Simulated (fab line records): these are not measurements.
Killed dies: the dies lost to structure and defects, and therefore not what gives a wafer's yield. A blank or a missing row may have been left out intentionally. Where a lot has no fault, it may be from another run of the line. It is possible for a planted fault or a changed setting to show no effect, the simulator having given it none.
Chamber matching	flow n5_finfet	4 sister chambers for N5_BEOL_M6_ETCH_61 on rie_diel-06
The step etches SiARC in CF4, target depth 45.5 nm, time 75.8 s. 4 wafers are shown with their chamber, then 10 later ones without.

WAFERS, EACH WITH ITS CHAMBER
wafer	chamber	drypump_motor_current_A (A)
L084.1	3	4.8
L088.5	1	5.6
L089.1	2	5.3
L089.2	0	4.8

WAFERS WITHOUT THEIR CHAMBER
wafer	drypump_motor_current_A (A)
L089.6	4.9
L091.3	4.8
L091.4	5.6
L091.5	4.8
L093.3	5.3
L093.4	4.9
L093.6	4.8
L095.1	4.8
L095.4	4.8
L095.6	5.6

WHICH CHAMBER EACH WENT THROUGH
wafer	from the rows above	in truth
L089.6	can't be placed: 0 or 3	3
L091.3	can't be placed: 0 or 3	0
L091.4	1	1
L091.5	can't be placed: 0 or 3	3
L093.3	2	2
L093.4	can't be placed: 0 or 3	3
L093.6	can't be placed: 0 or 3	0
L095.1	can't be placed: 0 or 3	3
L095.4	can't be placed: 0 or 3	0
L095.6	1	1
3 of 10 placed correctly. Can't be placed from these rows: 7 (the true chamber is among the candidates in 7). Number placed wrongly: 0.
How it was worked out, from the rows above alone: a wafer's distance from a chamber is the root of the sum, over the readings, of the square of ((its reading less the chamber's mean) divided by the reading's scatter). If the next closest chamber is less than 2 further off than the closest, the wafer can't be placed; otherwise it belongs to the closest. Each chamber's mean is taken over the wafers shown for it. The scatter (one wafer shown for each chamber): square how far every hidden wafer sits from the nearest shown wafer, average those squares and take the square root.
